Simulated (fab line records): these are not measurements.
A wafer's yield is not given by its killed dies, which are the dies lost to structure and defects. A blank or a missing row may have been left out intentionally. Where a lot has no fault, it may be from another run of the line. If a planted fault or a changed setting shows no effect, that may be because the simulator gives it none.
What tool caused it? :: flow nand harc :: 12 lots with 36 wafers sampled at 6 steps, on a route of 1159 steps

WHAT THE GAUGES READ, wafer by wafer
NHARC_P_GATE_OVL_MEAS_27.
lot: L106
measured: day 6 08:02
on: overlay-02
overlay x nm (nm): -1.0 -0.4 -0.4
overlay y nm (nm): 0.1 0.0 -0.2

lot: L107
measured: day 6 08:11
on: overlay-01
overlay x nm (nm): -1.2 -0.5 -1.3
overlay y nm (nm): -0.4 -0.6 -0.4

lot: L105
measured: day 6 08:34
on: overlay-02
overlay x nm (nm): 1.0 0.0 0.0
overlay y nm (nm): -0.5 -1.0 -0.5

lot: L113
measured: day 6 11:13
on: overlay-02
overlay x nm (nm): -0.9 -1.5 -1.2
overlay y nm (nm): -0.7 -1.0 -0.5

lot: L114
measured: day 6 22:07
on: overlay-02
overlay x nm (nm): 0.0 0.0 -0.3
overlay y nm (nm): 1.5 1.5 1.5

lot: L115
measured: day 7 04:17
on: overlay-01
overlay x nm (nm): 0.7 0.7 0.2
overlay y nm (nm): -0.6 -0.1 -1.0

lot: L118
measured: day 7 21:09
on: overlay-02
overlay x nm (nm): 0.5 0.6 0.3
overlay y nm (nm): -0.3 -1.0 -0.2

lot: L119
measured: day 8 02:35
on: overlay-01
overlay x nm (nm): -1.3 -1.6 -1.8
overlay y nm (nm): 1.0 0.6 0.4

lot: L120
measured: day 8 08:33
on: overlay-01
overlay x nm (nm): 0.3 0.7 0.8
overlay y nm (nm): -0.4 -0.7 -0.5

lot: L121
measured: day 8 15:34
on: overlay-02
overlay x nm (nm): 1.1 0.9 1.4
overlay y nm (nm): 1.3 0.7 0.6

lot: L124
measured: day 9 09:40
on: overlay-02
overlay x nm (nm): -0.4 -0.7 -0.4
overlay y nm (nm): -0.5 -0.3 -0.2

lot: L128
measured: day 10 04:52
on: overlay-01
overlay x nm (nm): 1.3 0.9 0.9
overlay y nm (nm): 0.6 0.1 0.1

NHARC_P_GATE_CD_MEAS_46 targets a cd of 720 nm.
lot: L106
measured: day 7 16:02
on: cd sem-03
cd nm (nm): 720.7 723.0 722.4

lot: L107
measured: day 7 17:27
on: cd sem-01
cd nm (nm): 719.8 723.3 721.2

lot: L105
measured: day 7 22:27
on: cd sem-02
cd nm (nm): 716.9 719.9 718.7

lot: L113
measured: day 8 10:44
on: cd sem-03
cd nm (nm): 723.4 722.4 720.6

lot: L114
measured: day 8 12:19
on: cd sem-02
cd nm (nm): 717.2 717.2 718.1

lot: L115
measured: day 8 12:53
on: cd sem-02
cd nm (nm): 722.4 721.7 722.9

lot: L118
measured: day 8 19:01
on: cd sem-01
cd nm (nm): 718.9 718.5 721.5

lot: L119
measured: day 8 23:22
on: cd sem-02
cd nm (nm): - - -

lot: L120
measured: day 9 03:10
on: cd sem-01
cd nm (nm): 723.4 721.1 721.1

lot: L121
measured: day 9 03:37
on: cd sem-01
cd nm (nm): 720.0 718.0 720.3

lot: L124
measured: day 9 22:07
on: cd sem-01
cd nm (nm): 723.2 717.2 720.2

lot: L128
measured: day 10 16:39
on: cd sem-02
cd nm (nm): 720.4 721.1 720.0

NHARC_END_SORT_01.
lot: L119
measured: day 26 18:39
on: prober-01
killed at array: 36 39 43
killed at other: 0 1 0
killed at periphery: 641 637 634
killed dies: 677 677 677
killed open: 3 2 3
killed short: 4 1 1

WHICH TOOL RAN EACH LOT (tool, then ch and the chambers of the sampled wafers, then the start)
lot: L106
NHARC_P_GATE_ETCH_114: rie diel-06 ch 0,1, day 7 15:52 or earlier
NHARC_P_GATE_EXPOSE_43: krf scanner-04 ch 0, day 7 15:52
NHARC_P_GATE_STRIP_111: plasma asher-01 ch 0,1, day 7 16:34

lot: L107
NHARC_P_GATE_ETCH_114: rie diel-06 ch 0,1,2, day 7 17:17 or earlier
NHARC_P_GATE_EXPOSE_43: krf scanner-02 ch 0, day 7 17:17
NHARC_P_GATE_STRIP_111: plasma asher-01 ch 0,1, day 7 18:14

lot: L105
NHARC_P_GATE_ETCH_114: rie diel-06 ch 0,1,3, day 7 22:17 or earlier
NHARC_P_GATE_EXPOSE_43: krf scanner-04 ch 0, day 7 22:17
NHARC_P_GATE_STRIP_111: plasma asher-02 ch 0,1, day 7 22:59

lot: L113
NHARC_P_GATE_ETCH_114: rie diel-06 ch 0,2,3, day 8 10:34 or earlier
NHARC_P_GATE_EXPOSE_43: krf scanner-04 ch 0, day 8 10:34
NHARC_P_GATE_STRIP_111: plasma asher-01 ch 0,1, day 8 11:17

lot: L114
NHARC_P_GATE_ETCH_114: rie diel-06 ch 0,2,3, day 8 12:09 or earlier
NHARC_P_GATE_EXPOSE_43: krf scanner-01 ch 0, day 8 12:09
NHARC_P_GATE_STRIP_111: plasma asher-01 ch 0,1, day 8 12:53

lot: L115
NHARC_P_GATE_ETCH_114: rie diel-06 ch 1,2,3, day 8 12:43 or earlier
NHARC_P_GATE_EXPOSE_43: krf scanner-01 ch 0, day 8 12:43
NHARC_P_GATE_STRIP_111: plasma asher-01 ch 0,1, day 8 13:25

lot: L118
NHARC_P_GATE_ETCH_114: rie diel-04 ch 0,2, day 8 18:52 or earlier
NHARC_P_GATE_EXPOSE_43: krf scanner-04 ch 0, day 8 18:52
NHARC_P_GATE_STRIP_111: plasma asher-01 ch 0,1, day 8 19:33

lot: L119
NHARC_P_GATE_ETCH_114: rie diel-06 ch 0,1,2, day 8 23:13 or earlier
NHARC_P_GATE_EXPOSE_43: krf scanner-01 ch 0, day 8 23:13
NHARC_P_GATE_STRIP_111: plasma asher-02 ch 0,1, day 9 00:25

lot: L120
NHARC_P_GATE_ETCH_114: rie diel-04 ch 1,2,3, day 9 03:00 or earlier
NHARC_P_GATE_EXPOSE_43: krf scanner-04 ch 0, day 9 03:00
NHARC_P_GATE_STRIP_111: plasma asher-02 ch 0,1, day 9 03:44

lot: L121
NHARC_P_GATE_ETCH_114: rie diel-05 ch 2,3, day 9 03:26 or earlier
NHARC_P_GATE_EXPOSE_43: krf scanner-01 ch 0, day 9 03:26
NHARC_P_GATE_STRIP_111: plasma asher-02 ch 0,1, day 9 04:21

lot: L124
NHARC_P_GATE_ETCH_114: rie diel-04 ch 0,2,3, day 9 21:57 or earlier
NHARC_P_GATE_EXPOSE_43: krf scanner-04 ch 0, day 9 21:57
NHARC_P_GATE_STRIP_111: plasma asher-02 ch 0,1, day 9 22:40

lot: L128
NHARC_P_GATE_ETCH_114: rie diel-06 ch 2,3, day 10 16:29 or earlier
NHARC_P_GATE_EXPOSE_43: krf scanner-01 ch 0, day 10 16:29
NHARC_P_GATE_STRIP_111: plasma asher-01 ch 0,1, day 10 17:17
- NHARC_P_GATE_ETCH_114: etches the open film in CF4/O2, target depth 30 nm, overetch 3 nm, time 16.5 s.
- NHARC_P_GATE_EXPOSE_43: exposes mask P NSD, target cd 720 nm.
- NHARC_P_GATE_STRIP_111: strips in N2/H2, time 250 s.

WHAT THE TOOLS THEMSELVES READ (means of the sampled wafers that have a number; where no wafer has one, the mark that the record gives instead)
NHARC_P_GATE_ETCH_114.
lot: L106
tool: rie diel-06
drypump motor current A (A): 6.2
oes_f_703_au (a.u.): 1.001
oes product au (a.u.): 1.006
rf vpp V (V): 199.6
showerhead plenum p Torr (Torr): 1.39
throttle valve pct (%): 13.394

lot: L107
tool: rie diel-06
drypump motor current A (A): 5.7
oes_f_703_au (a.u.): 1.000
oes product au (a.u.): 0.998
rf vpp V (V): 197.9
showerhead plenum p Torr (Torr): 1.36
throttle valve pct (%): 13.404

lot: L105
tool: rie diel-06
drypump motor current A (A): 5.9
oes_f_703_au (a.u.): 0.998
oes product au (a.u.): 1.000
rf vpp V (V): 198.5
showerhead plenum p Torr (Torr): 1.40
throttle valve pct (%): 13.396

lot: L113
tool: rie diel-06
drypump motor current A (A): 6.0
oes_f_703_au (a.u.): 1.003
oes product au (a.u.): 1.008
rf vpp V (V): 198.6
showerhead plenum p Torr (Torr): 1.35
throttle valve pct (%): 13.390

lot: L114
tool: rie diel-06
drypump motor current A (A): 6.0
oes_f_703_au (a.u.): 1.004
oes product au (a.u.): 0.996
rf vpp V (V): 198.4
showerhead plenum p Torr (Torr): 1.35
throttle valve pct (%): 13.393

lot: L115
tool: rie diel-06
drypump motor current A (A): 5.4
oes_f_703_au (a.u.): 1.004
oes product au (a.u.): 0.995
rf vpp V (V): 198.6
showerhead plenum p Torr (Torr): 1.37
throttle valve pct (%): 13.399

lot: L118
tool: rie diel-04
drypump motor current A (A): 6.4
oes_f_703_au (a.u.): 1.003
oes product au (a.u.): 1.001
rf vpp V (V): 196.5
showerhead plenum p Torr (Torr): 1.32
throttle valve pct (%): 13.398

lot: L119
tool: rie diel-06
drypump motor current A (A): 5.7
oes_f_703_au (a.u.): 1.003
oes product au (a.u.): 0.991
rf vpp V (V): 199.4
showerhead plenum p Torr (Torr): 1.35
throttle valve pct (%): 13.390

lot: L120
tool: rie diel-04
drypump motor current A (A): 5.6
oes_f_703_au (a.u.): 0.996
oes product au (a.u.): 0.994
rf vpp V (V): 198.2
showerhead plenum p Torr (Torr): 1.39
throttle valve pct (%): 13.402

lot: L121
tool: rie diel-05
drypump motor current A (A): 5.8
oes_f_703_au (a.u.): 0.998
oes product au (a.u.): 1.001
rf vpp V (V): 197.6
showerhead plenum p Torr (Torr): 1.33
throttle valve pct (%): 13.393

lot: L124
tool: rie diel-04
drypump motor current A (A): 6.0
oes_f_703_au (a.u.): 0.998
oes product au (a.u.): 1.004
rf vpp V (V): 198.0
showerhead plenum p Torr (Torr): 1.36
throttle valve pct (%): 13.406

lot: L128
tool: rie diel-06
drypump motor current A (A): 5.5
oes_f_703_au (a.u.): 0.998
oes product au (a.u.): 1.010
rf vpp V (V): 197.7
showerhead plenum p Torr (Torr): 1.31
throttle valve pct (%): 13.400

NHARC_P_GATE_EXPOSE_43.
lot: L106
tool: krf scanner-04
stage vel mm s (mm/s): 499.80

lot: L107
tool: krf scanner-02
stage vel mm s (mm/s): 499.82

lot: L105
tool: krf scanner-04
stage vel mm s (mm/s): 499.98

lot: L113
tool: krf scanner-04
stage vel mm s (mm/s): 500.35

lot: L114
tool: krf scanner-01
stage vel mm s (mm/s): 500.26

lot: L115
tool: krf scanner-01
stage vel mm s (mm/s): 500.32

lot: L118
tool: krf scanner-04
stage vel mm s (mm/s): 499.75

lot: L119
tool: krf scanner-01
stage vel mm s (mm/s): 499.97

lot: L120
tool: krf scanner-04
stage vel mm s (mm/s): 500.05

lot: L121
tool: krf scanner-01
stage vel mm s (mm/s): 500.00

lot: L124
tool: krf scanner-04
stage vel mm s (mm/s): 499.76

lot: L128
tool: krf scanner-01
stage vel mm s (mm/s): 500.12

NHARC_P_GATE_STRIP_111.
lot: L106
tool: plasma asher-01
drypump motor current A (A): 5.4
heater power w (W): 84

lot: L107
tool: plasma asher-01
drypump motor current A (A): 5.5
heater power w (W): 79

lot: L105
tool: plasma asher-02
drypump motor current A (A): 5.9
heater power w (W): 95

lot: L113
tool: plasma asher-01
drypump motor current A (A): 5.4
heater power w (W): 85

lot: L114
tool: plasma asher-01
drypump motor current A (A): 5.4
heater power w (W): 83

lot: L115
tool: plasma asher-01
drypump motor current A (A): 5.5
heater power w (W): 80

lot: L118
tool: plasma asher-01
drypump motor current A (A): 5.5
heater power w (W): 81

lot: L119
tool: plasma asher-02
drypump motor current A (A): 5.9
heater power w (W): 91

lot: L120
tool: plasma asher-02
drypump motor current A (A): 6.0
heater power w (W): 87

lot: L121
tool: plasma asher-02
drypump motor current A (A): 5.9
heater power w (W): 91

lot: L124
tool: plasma asher-02
drypump motor current A (A): 6.0
heater power w (W): 85

lot: L128
tool: plasma asher-01
drypump motor current A (A): 5.5
heater power w (W): 80

THE ANSWER, worked out from the rows above alone
Rule: what is usual is taken from the lots themselves. The widest of any qualifying gaps counts: lots, ordered by their means at a reading, are off when they make up no more than a third of the lots, leave a main group of 4 or more, and stand apart from it by 3 or more times the standard deviation of that group's means. The tables above print the reading to a certain number of digits; a main group whose means all agree to those digits is not used. A lot without any number at a reading at which 4 lots or more have one is off too. Where the step has rows for the other lots, those lots are counted as sound. The gauges are gone through in route order, then the tools' own readings, and for those a lot's mean is taken as printed above. At the first step where some lot is off, the reading lying furthest off is the one used; lots without a number count as furthest.
Off: L119 (NHARC_P_GATE_CD_MEAS_46, cd nm). Without a number there: L119. The main group: mean 720.5 nm, standard deviation 1.5.
A tool fits if, at a process step before that reading, it ran every lot that is off, and no sound lot after the first of them. The gauges at NHARC_P_GATE_CD_MEAS_46 are tried like those tools. With no start given for some of its lots, NHARC_P_GATE_ETCH_114 uses the hours and lot order of NHARC_P_GATE_EXPOSE_43. None of those tried fits.

WHAT WAS PUT IN BY THE SIMULATOR
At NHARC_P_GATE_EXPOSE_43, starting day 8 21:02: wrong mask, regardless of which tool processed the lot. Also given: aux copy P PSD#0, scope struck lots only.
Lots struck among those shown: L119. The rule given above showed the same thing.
